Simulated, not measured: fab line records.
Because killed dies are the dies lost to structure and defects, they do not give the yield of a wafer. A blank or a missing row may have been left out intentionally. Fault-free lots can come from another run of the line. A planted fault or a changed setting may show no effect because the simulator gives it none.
Which tool is to blame? || flow n5 finfet || 32 wafers from 11 lots sampled at 4 of the route's 1938 steps

WHAT THE GAUGES SHOWED, per wafer
The record lacks any reading of a measuring or inspecting step that a usual standard deviation could be used to judge.

WHICH TOOL RAN EACH LOT (tool, then ch and the chambers of the sampled wafers, then the start)
{"lot": "L472", "N5_BEOL_M7_ETCH_65": "rie diel-02 ch 0,1, day 9 04:42", "N5_BEOL_M7_CVD_78": "cvd co-01 ch 0,1, day 9 07:55", "N5_BEOL_M7_CMP_52": "cmp-04 ch 0,3, day 9 08:56", "N5_BEOL_M7_DEP_56": "pecvd-03 ch 0,1, day 9 09:17"}
{"lot": "L473", "N5_BEOL_M7_ETCH_65": "rie diel-05 ch 0,2,3, day 9 21:35", "N5_BEOL_M7_CVD_78": "cvd co-02 ch 0,1,2, day 9 23:10", "N5_BEOL_M7_CMP_52": "cmp-03 ch 0,2,3, day 10 00:01", "N5_BEOL_M7_DEP_56": "pecvd-04 ch 0,1, day 10 00:20"}
{"lot": "L471", "N5_BEOL_M7_ETCH_65": "rie diel-06 ch 0,1,2, day 10 04:57", "N5_BEOL_M7_CVD_78": "cvd co-02 ch 1,2, day 10 08:10", "N5_BEOL_M7_CMP_52": "cmp-04 ch 1,3, day 10 08:47", "N5_BEOL_M7_DEP_56": "pecvd-04 ch 0,1, day 10 09:10"}
{"lot": "L475", "N5_BEOL_M7_ETCH_65": "rie diel-02 ch 0,1,3, day 10 10:56", "N5_BEOL_M7_CVD_78": "cvd co-02 ch 1,2, day 10 13:42", "N5_BEOL_M7_CMP_52": "cmp-01 ch 0,1,3, day 10 14:26", "N5_BEOL_M7_DEP_56": "pecvd-03 ch 1,2, day 10 14:45"}
{"lot": "L478", "N5_BEOL_M7_ETCH_65": "rie diel-06 ch 2,3, day 11 15:10", "N5_BEOL_M7_CVD_78": "cvd co-01 ch 0,1, day 11 16:52", "N5_BEOL_M7_CMP_52": "cmp-03 ch 0,2, day 11 18:33", "N5_BEOL_M7_DEP_56": "pecvd-02 ch 1,2, day 11 18:52"}
{"lot": "L481", "N5_BEOL_M7_ETCH_65": "rie diel-06 ch 2,3, day 12 08:38", "N5_BEOL_M7_CVD_78": "cvd co-01 ch 0,1, day 12 10:19", "N5_BEOL_M7_CMP_52": "cmp-04 ch 0,3, day 12 11:00", "N5_BEOL_M7_DEP_56": "pecvd-03 ch 1,2, day 12 11:20"}
{"lot": "L483", "N5_BEOL_M7_ETCH_65": "rie diel-02 ch 1,2,3, day 12 15:44", "N5_BEOL_M7_CVD_78": "cvd co-01 ch 0,1, day 12 17:24", "N5_BEOL_M7_CMP_52": "cmp-04 ch 0,2, day 12 18:27", "N5_BEOL_M7_DEP_56": "pecvd-03 ch 1,2, day 12 18:46"}
{"lot": "L485", "N5_BEOL_M7_ETCH_65": "rie diel-06 ch 0,1,2, day 13 05:46", "N5_BEOL_M7_CVD_78": "cvd co-02 ch 0,1,2, day 13 11:05", "N5_BEOL_M7_CMP_52": "cmp-04 ch 0,1,2, day 13 11:47", "N5_BEOL_M7_DEP_56": "pecvd-02 ch 0,1,2, day 13 12:09"}
{"lot": "L489", "N5_BEOL_M7_ETCH_65": "rie diel-05 ch 1,2, day 14 00:42", "N5_BEOL_M7_CVD_78": "cvd co-02 ch 0,1,2, day 14 03:34", "N5_BEOL_M7_CMP_52": "cmp-03 ch 0,2,3, day 14 04:16", "N5_BEOL_M7_DEP_56": "pecvd-04 ch 1,2, day 14 04:37"}
{"lot": "L491", "N5_BEOL_M7_ETCH_65": "rie diel-06 ch 0,1,2, day 14 15:29", "N5_BEOL_M7_CVD_78": "cvd co-02 ch 1,2, day 14 18:32", "N5_BEOL_M7_CMP_52": "cmp-01 ch 0,2,3, day 14 19:35", "N5_BEOL_M7_DEP_56": "pecvd-02 ch 0,1,2, day 14 19:53"}
{"lot": "L492", "N5_BEOL_M7_ETCH_65": "rie diel-02 ch 1,2,3, day 14 21:57", "N5_BEOL_M7_CVD_78": "cvd co-02 ch 0,2, day 14 23:29", "N5_BEOL_M7_CMP_52": "cmp-03 ch 0,1,3, day 15 00:23", "N5_BEOL_M7_DEP_56": "pecvd-03 ch 0,1,2, day 15 00:44"}
- N5_BEOL_M7_ETCH_65: etches SiARC in CF4, target depth 15.6 nm, time 26 s.
- N5_BEOL_M7_CVD_78: deposits Co from CCTBA/H2, target thk 2 nm, time 142.3 s.
- N5_BEOL_M7_CMP_52: polishes, stops on SiCOH lowk, t overpolish 6.9 s, target thk 80 nm.
- N5_BEOL_M7_DEP_56: deposits SiCN from 3MS/NH3, target thk 10 nm, time 17.5 s.

AS READ BY THE TOOLS THEMSELVES (means over the sampled wafers that have a number; for cases with no such wafer, the mark the record gives instead)
N5_BEOL_M7_ETCH_65. Usual: bias w 35.98 W, standard deviation 0.1; chamber pressure mTorr 40.00 mTorr, standard deviation 0.038; drypump motor current A 5.8 A, standard deviation 0.54; etch rf on time s 25.9 s, standard deviation 0.46; oes product au 0.68 a.u., standard deviation 0.067; rf vpp V 184.2 V, standard deviation 1.3; showerhead plenum p Torr 2.16 Torr, standard deviation 0.072; throttle valve pct 15.62 %, standard deviation 0.23.
{"lot": "L472", "tool": "rie diel-02", "bias w (W)": 35.96, "chamber pressure mTorr (mTorr)": 39.98, "drypump motor current A (A)": 5.2, "etch rf on time s (s)": 25.5, "oes product au (a.u.)": 0.74, "rf vpp V (V)": 184.6, "showerhead plenum p Torr (Torr)": 2.26, "throttle valve pct (%)": 15.73, "flag": ""}
{"lot": "L473", "tool": "rie diel-05", "bias w (W)": 35.97, "chamber pressure mTorr (mTorr)": 39.98, "drypump motor current A (A)": 5.6, "etch rf on time s (s)": 25.7, "oes product au (a.u.)": 0.75, "rf vpp V (V)": 184.2, "showerhead plenum p Torr (Torr)": 2.17, "throttle valve pct (%)": 15.52, "flag": ""}
{"lot": "L471", "tool": "rie diel-06", "bias w (W)": 36.06, "chamber pressure mTorr (mTorr)": 40.00, "drypump motor current A (A)": 5.9, "etch rf on time s (s)": 26.3, "oes product au (a.u.)": 0.66, "rf vpp V (V)": 184.1, "showerhead plenum p Torr (Torr)": 2.12, "throttle valve pct (%)": 15.57, "flag": ""}
{"lot": "L475", "tool": "rie diel-02", "bias w (W)": 36.01, "chamber pressure mTorr (mTorr)": 39.97, "drypump motor current A (A)": 5.7, "etch rf on time s (s)": 25.5, "oes product au (a.u.)": 0.72, "rf vpp V (V)": 185.7, "showerhead plenum p Torr (Torr)": 2.22, "throttle valve pct (%)": 15.59, "flag": ""}
{"lot": "L478", "tool": "rie diel-06", "bias w (W)": 35.90, "chamber pressure mTorr (mTorr)": 40.00, "drypump motor current A (A)": 6.5, "etch rf on time s (s)": 25.9, "oes product au (a.u.)": 0.68, "rf vpp V (V)": 183.7, "showerhead plenum p Torr (Torr)": 2.09, "throttle valve pct (%)": 15.66, "flag": ""}
{"lot": "L481", "tool": "rie diel-06", "bias w (W)": 36.03, "chamber pressure mTorr (mTorr)": 40.03, "drypump motor current A (A)": 6.5, "etch rf on time s (s)": 26.1, "oes product au (a.u.)": 0.66, "rf vpp V (V)": 182.6, "showerhead plenum p Torr (Torr)": 2.10, "throttle valve pct (%)": 15.70, "flag": ""}
{"lot": "L483", "tool": "rie diel-02", "bias w (W)": 36.03, "chamber pressure mTorr (mTorr)": 39.97, "drypump motor current A (A)": 5.7, "etch rf on time s (s)": 26.2, "oes product au (a.u.)": 0.68, "rf vpp V (V)": 184.1, "showerhead plenum p Torr (Torr)": 2.15, "throttle valve pct (%)": 15.51, "flag": ""}
{"lot": "L485", "tool": "rie diel-06", "bias w (W)": 35.99, "chamber pressure mTorr (mTorr)": 40.02, "drypump motor current A (A)": 5.9, "etch rf on time s (s)": 26.3, "oes product au (a.u.)": 0.64, "rf vpp V (V)": 184.2, "showerhead plenum p Torr (Torr)": 2.11, "throttle valve pct (%)": 15.60, "flag": ""}
{"lot": "L489", "tool": "rie diel-05", "bias w (W)": 36.07, "chamber pressure mTorr (mTorr)": 40.03, "drypump motor current A (A)": 5.7, "etch rf on time s (s)": 25.9, "oes product au (a.u.)": 0.61, "rf vpp V (V)": 184.3, "showerhead plenum p Torr (Torr)": 2.18, "throttle valve pct (%)": 15.90, "flag": ""}
{"lot": "L491", "tool": "rie diel-06", "bias w (W)": 36.04, "chamber pressure mTorr (mTorr)": 39.99, "drypump motor current A (A)": 5.9, "etch rf on time s (s)": 26.4, "oes product au (a.u.)": 0.64, "rf vpp V (V)": 184.0, "showerhead plenum p Torr (Torr)": 2.11, "throttle valve pct (%)": 15.62, "flag": ""}
{"lot": "L492", "tool": "rie diel-02", "bias w (W)": 35.95, "chamber pressure mTorr (mTorr)": 40.02, "drypump motor current A (A)": 5.7, "etch rf on time s (s)": 26.0, "oes product au (a.u.)": 0.66, "rf vpp V (V)": 184.0, "showerhead plenum p Torr (Torr)": 2.14, "throttle valve pct (%)": 15.56, "flag": ""}

N5_BEOL_M7_CVD_78. Usual: 165.3 s for run length s, sd 0.58.
{"lot": "L472", "tool": "cvd co-01", "run length s (s)": 165.1, "flag": ""}
{"lot": "L473", "tool": "cvd co-02", "run length s (s)": 165.3, "flag": ""}
{"lot": "L471", "tool": "cvd co-02", "run length s (s)": 165.8, "flag": ""}
{"lot": "L475", "tool": "cvd co-02", "run length s (s)": 165.9, "flag": ""}
{"lot": "L478", "tool": "cvd co-01", "run length s (s)": 165.1, "flag": ""}
{"lot": "L481", "tool": "cvd co-01", "run length s (s)": 234.1, "flag": "OFF"}
{"lot": "L483", "tool": "cvd co-01", "run length s (s)": 187.8, "flag": "OFF"}
{"lot": "L485", "tool": "cvd co-02", "run length s (s)": 165.2, "flag": ""}
{"lot": "L489", "tool": "cvd co-02", "run length s (s)": 165.1, "flag": ""}
{"lot": "L491", "tool": "cvd co-02", "run length s (s)": 165.8, "flag": ""}
{"lot": "L492", "tool": "cvd co-02", "run length s (s)": 165.3, "flag": ""}

N5_BEOL_M7_CMP_52. Usual: barrier field endpoint s 28.7 s, standard deviation 0.62; motor current A 6.0 A, standard deviation 0.66; overpolish run s 6.899 s, standard deviation 0.0085; slurry filter dp kPa 13.50 kPa, standard deviation 0.14; time to endpoint s 62.4 s, standard deviation 2.4.
{"lot": "L472", "tool": "cmp-04", "barrier field endpoint s (s)": 28.9, "motor current A (A)": 5.7, "overpolish run s (s)": 6.899, "slurry filter dp kPa (kPa)": 13.61, "time to endpoint s (s)": 62.3, "flag": ""}
{"lot": "L473", "tool": "cmp-03", "barrier field endpoint s (s)": 28.7, "motor current A (A)": 6.2, "overpolish run s (s)": 6.905, "slurry filter dp kPa (kPa)": 13.38, "time to endpoint s (s)": 62.3, "flag": ""}
{"lot": "L471", "tool": "cmp-04", "barrier field endpoint s (s)": 28.6, "motor current A (A)": 6.5, "overpolish run s (s)": 6.901, "slurry filter dp kPa (kPa)": 13.57, "time to endpoint s (s)": 63.3, "flag": ""}
{"lot": "L475", "tool": "cmp-01", "barrier field endpoint s (s)": 28.9, "motor current A (A)": 6.6, "overpolish run s (s)": 6.900, "slurry filter dp kPa (kPa)": 13.34, "time to endpoint s (s)": 62.0, "flag": ""}
{"lot": "L478", "tool": "cmp-03", "barrier field endpoint s (s)": 29.7, "motor current A (A)": 5.9, "overpolish run s (s)": 6.898, "slurry filter dp kPa (kPa)": 13.46, "time to endpoint s (s)": 65.2, "flag": ""}
{"lot": "L481", "tool": "cmp-04", "barrier field endpoint s (s)": 29.2, "motor current A (A)": 5.8, "overpolish run s (s)": 6.897, "slurry filter dp kPa (kPa)": 13.40, "time to endpoint s (s)": 66.8, "flag": ""}
{"lot": "L483", "tool": "cmp-04", "barrier field endpoint s (s)": 29.2, "motor current A (A)": 5.7, "overpolish run s (s)": 6.904, "slurry filter dp kPa (kPa)": 13.43, "time to endpoint s (s)": 65.0, "flag": ""}
{"lot": "L485", "tool": "cmp-04", "barrier field endpoint s (s)": 29.3, "motor current A (A)": 5.8, "overpolish run s (s)": 6.901, "slurry filter dp kPa (kPa)": 13.52, "time to endpoint s (s)": 65.3, "flag": ""}
{"lot": "L489", "tool": "cmp-03", "barrier field endpoint s (s)": 28.4, "motor current A (A)": 6.1, "overpolish run s (s)": 6.890, "slurry filter dp kPa (kPa)": 13.58, "time to endpoint s (s)": 62.2, "flag": ""}
{"lot": "L491", "tool": "cmp-01", "barrier field endpoint s (s)": 28.6, "motor current A (A)": 6.5, "overpolish run s (s)": 6.896, "slurry filter dp kPa (kPa)": 13.45, "time to endpoint s (s)": 62.2, "flag": ""}
{"lot": "L492", "tool": "cmp-03", "barrier field endpoint s (s)": 27.9, "motor current A (A)": 6.0, "overpolish run s (s)": 6.901, "slurry filter dp kPa (kPa)": 13.55, "time to endpoint s (s)": 58.4, "flag": ""}

N5_BEOL_M7_DEP_56. Usual: showerhead plenum p Torr 3.658 Torr, standard deviation 0.0096; throttle valve pct 8.9 %, standard deviation 0.44.
{"lot": "L472", "tool": "pecvd-03", "showerhead plenum p Torr (Torr)": 3.657, "throttle valve pct (%)": 8.8, "flag": ""}
{"lot": "L473", "tool": "pecvd-04", "showerhead plenum p Torr (Torr)": 3.654, "throttle valve pct (%)": 9.5, "flag": ""}
{"lot": "L471", "tool": "pecvd-04", "showerhead plenum p Torr (Torr)": 3.656, "throttle valve pct (%)": 9.2, "flag": ""}
{"lot": "L475", "tool": "pecvd-03", "showerhead plenum p Torr (Torr)": 3.649, "throttle valve pct (%)": 8.7, "flag": ""}
{"lot": "L478", "tool": "pecvd-02", "showerhead plenum p Torr (Torr)": 3.677, "throttle valve pct (%)": 9.1, "flag": ""}
{"lot": "L481", "tool": "pecvd-03", "showerhead plenum p Torr (Torr)": 3.657, "throttle valve pct (%)": 8.6, "flag": ""}
{"lot": "L483", "tool": "pecvd-03", "showerhead plenum p Torr (Torr)": 3.663, "throttle valve pct (%)": 8.6, "flag": ""}
{"lot": "L485", "tool": "pecvd-02", "showerhead plenum p Torr (Torr)": 3.657, "throttle valve pct (%)": 9.0, "flag": ""}
{"lot": "L489", "tool": "pecvd-04", "showerhead plenum p Torr (Torr)": 3.663, "throttle valve pct (%)": 8.9, "flag": ""}
{"lot": "L491", "tool": "pecvd-02", "showerhead plenum p Torr (Torr)": 3.666, "throttle valve pct (%)": 9.1, "flag": ""}
{"lot": "L492", "tool": "pecvd-03", "showerhead plenum p Torr (Torr)": 3.661, "throttle valve pct (%)": 8.8, "flag": ""}

THE ANSWER, worked out from the rows above alone
Rule: lot off if the mean of its wafers having a number is beyond 3 standard deviations from the usual mean. A lot without any number at a reading at which 4 lots or more have one is off too. Where the step has rows for the other lots, those lots are counted as sound. After the gauges, taken in route order, come the tools' own readings; for these a lot's mean is taken, as printed above. The first step at which some lot is off is used, and at that step the reading that is off furthest; a lot without a number counts as furthest.
Off at N5_BEOL_M7_CVD_78 (run length s): L481, L483.
A tool fits if, at that step or a process step before it, it ran every lot that is off, and no sound lot after the first of them. One fits: cvd co-01 at N5_BEOL_M7_CVD_78. A fault onset in the window from L478 (day 11 16:52, its last sound lot) to L481 (day 12 10:19, its first lot off) fits.
The tool's own readings at N5_BEOL_M7_CVD_78 bear it out: on the lots that are off they differ by more than 5 times the standard deviation of the sound lots' means. run length s reads 210.9 s there against 165.4 s on the sound lots.

WHAT THE SIMULATOR HAD PUT IN
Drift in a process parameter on cvd co-01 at N5_BEOL_M7_CVD_78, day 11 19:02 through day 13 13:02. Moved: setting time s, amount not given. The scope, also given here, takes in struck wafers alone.
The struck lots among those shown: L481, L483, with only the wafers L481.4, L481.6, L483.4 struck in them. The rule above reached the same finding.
